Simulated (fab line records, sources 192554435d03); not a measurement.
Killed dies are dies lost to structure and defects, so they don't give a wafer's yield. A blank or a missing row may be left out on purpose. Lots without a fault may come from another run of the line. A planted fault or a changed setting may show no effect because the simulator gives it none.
Split-lot experiment | flow n5_finfet | 7 lots, 21 wafers read, on a route of 1938 steps

THE SPLIT
At N5_BEOL_M2_COAT_68 (time 60 s, resist thk 12 nm), the setting spin_rpm was moved away from the recipe's 1500 rpm on 4 of the 21 wafers read, by +7.0% to +11.0%. The other wafers ran this setting at the recipe's value.

FROM THE SPLIT TO THE READING: what the file shows between them, 7 steps
- N5_BEOL_M2_COAT_76: time 60 s, resist thk 5 nm
- N5_BEOL_M2_COAT_22: resist thk 30 nm
- N5_BEOL_M2_DESCUM_33: chemistry O2, time 7 s
- N5_BEOL_M2_ETCH_77: etches underlayer in N2/H2, target depth 6.5 nm, time 5.2 s
- N5_BEOL_M2_ETCH_69: etches SiARC in CF4, target depth 15.6 nm, time 26 s
- N5_BEOL_M2_ALD_98: deposits SiO2, target thk 2.5 nm, pulse time 1 s, co reactant pulse time 1 s
- N5_BEOL_M2_ETCHBACK_99: etches SiO2 in CHF3, target depth 5 nm, time 10.4 s

THE READING
SiARC_of_BEOL_M2_COAT_68.thk_nm (the simulator's own value, which no gauge read), in nm, at N5_BEOL_M2_ETCH_70 (etches SOC in N2/H2, target depth 80 nm, overetch 24 nm, time 130 s). The file gives no usual value for it. The 17 wafers here that ran the recipe average 5.8 nm, standard deviation 0.085 nm.

wafer  | tool, chamber at the split | spin_rpm as run, rpm | against the recipe | SiARC_of_BEOL_M2_COAT_68.thk_nm, nm | against lot-mates on the recipe
L074.2 | litho_track-02, 0          | 1500                 | recipe             | 5.8                                 | -
L074.3 | litho_track-02, 0          | 1500                 | recipe             | 5.8                                 | -
L074.4 | litho_track-02, 0          | 1500                 | recipe             | 5.8                                 | -
L076.3 | litho_track-02, 0          | 1500                 | recipe             | 5.8                                 | -
L076.6 | litho_track-02, 0          | 1500                 | recipe             | 5.8                                 | -
L076.4 | litho_track-02, 0          | 1500                 | recipe             | 6                                   | -
L080.3 | litho_track-02, 0          | 1500                 | recipe             | 6                                   | -
L080.4 | litho_track-02, 0          | 1631                 | +8.7%              | 5.2                                 | -0.8
L080.5 | litho_track-02, 0          | 1631                 | +8.7%              | 5.4                                 | -0.6
L085.3 | litho_track-01, 0          | 1605                 | +7.0%              | 5.6                                 | -0.3
L085.4 | litho_track-01, 0          | 1500                 | recipe             | 5.8                                 | -
L085.5 | litho_track-01, 0          | 1500                 | recipe             | 6                                   | -
L088.4 | litho_track-04, 0          | 1665                 | +11.0%             | 5                                   | -0.8
L088.5 | litho_track-04, 0          | 1500                 | recipe             | 5.8                                 | -
L088.6 | litho_track-04, 0          | 1500                 | recipe             | 5.8                                 | -
L093.2 | litho_track-04, 0          | 1500                 | recipe             | 6                                   | -
L093.3 | litho_track-04, 0          | 1500                 | recipe             | 5.8                                 | -
L093.5 | litho_track-04, 0          | 1500                 | recipe             | 5.8                                 | -
L091.1 | litho_track-04, 0          | 1500                 | recipe             | 5.8                                 | -
L091.2 | litho_track-04, 0          | 1500                 | recipe             | 5.8                                 | -
L091.6 | litho_track-04, 0          | 1500                 | recipe             | 5.8                                 | -

THE FIT
A straight line over all 21 wafers: SiARC_of_BEOL_M2_COAT_68.thk_nm changes by -0.0644 nm for each +1% of spin_rpm; r = -0.92; the points scatter about the line by 0.1 nm.
The same after taking each lot's own level away (the mean of its wafers on the recipe; 21 wafers): -0.072 nm for each +1%; r = -0.95; scatter 0.087 nm.
On that fit, the largest move of spin_rpm shifts the reading by 0.79 nm.
The lots' own levels span 5.80 to 6.00 nm, that is 2.4 times the standard deviation above.
So the lot-to-lot level changes the slope: the two fits differ.
Check: with one of the wafers moved furthest among these (+11.0%) left out of the fit, the line predicts -0.783 nm for it against its lot-mates. It came out at -0.8 nm against them.

OTHER SPLITS ON THESE WAFERS
These wafers also went through other splits before the reading. Each is held against what the fit with the lots' levels taken away leaves over:
other split on the same wafers                  | wafers away from the commonest value | r with SiARC_of_BEOL_M2_COAT_68.thk_nm (lot level and that fit taken away)
N5_HKMG_FIN_ETCH_86 target_depth_a              | 7                                    | +0.12
N5_MOL_CONTACT_COAG_CONTACT_ETCH_14 source_w    | 7                                    | +0.39
N5_MOL_CONTACT_COAG_ETCH_67 source_w            | 4                                    | -0.05
N5_MOL_CONTACT_COAG_ETCHBACK_136 target_depth_a | 6                                    | +0.01
N5_BEOL_M0_SAQP_SPACER1_ALD_98 temp_c           | 6                                    | +0.03
N5_BEOL_M0_ETCH_138 source_w                    | 6                                    | +0.03
N5_BEOL_M1_ETCH_64 bias_w                       | 8                                    | -0.01

THE WHOLE CHAIN: every reading that the file lists as answering this split, in the file's order
step                   | what it does                                                        | reading                                                                            | change (the file's fit)                | r (the file's)
N5_BEOL_M2_COAT_68     | time 60 s, resist thk 12 nm                                         | SiARC_of_BEOL_M2_COAT_68.thk_nm (the simulator's own value, which no gauge read)   | -0.0524 nm for each +1% of the setting | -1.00
N5_BEOL_M2_ETCH_69     | etches SiARC in CF4, target depth 15.6 nm, time 26 s                | etch.depth_nm (the simulator's own value, which no gauge read)                     | -0.055 nm for each +1% of the setting  | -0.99
N5_BEOL_M2_ETCHBACK_99 | etches SiO2 in CHF3, target depth 5 nm, time 10.4 s                 | CAR-EUV_of_BEOL_M2_COAT_22.thk_nm (the simulator's own value, which no gauge read) | +0.0422 nm for each +1% of the setting | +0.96
N5_BEOL_M2_ETCH_70     | etches SOC in N2/H2, target depth 80 nm, overetch 24 nm, time 130 s | SiARC_of_BEOL_M2_COAT_68.thk_nm (the simulator's own value, which no gauge read)   | -0.0691 nm for each +1% of the setting | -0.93

THE FILE'S OWN FIT
SiARC_of_BEOL_M2_COAT_68.thk_nm changes by -0.0691 nm for each +1% of spin_rpm, r = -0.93.
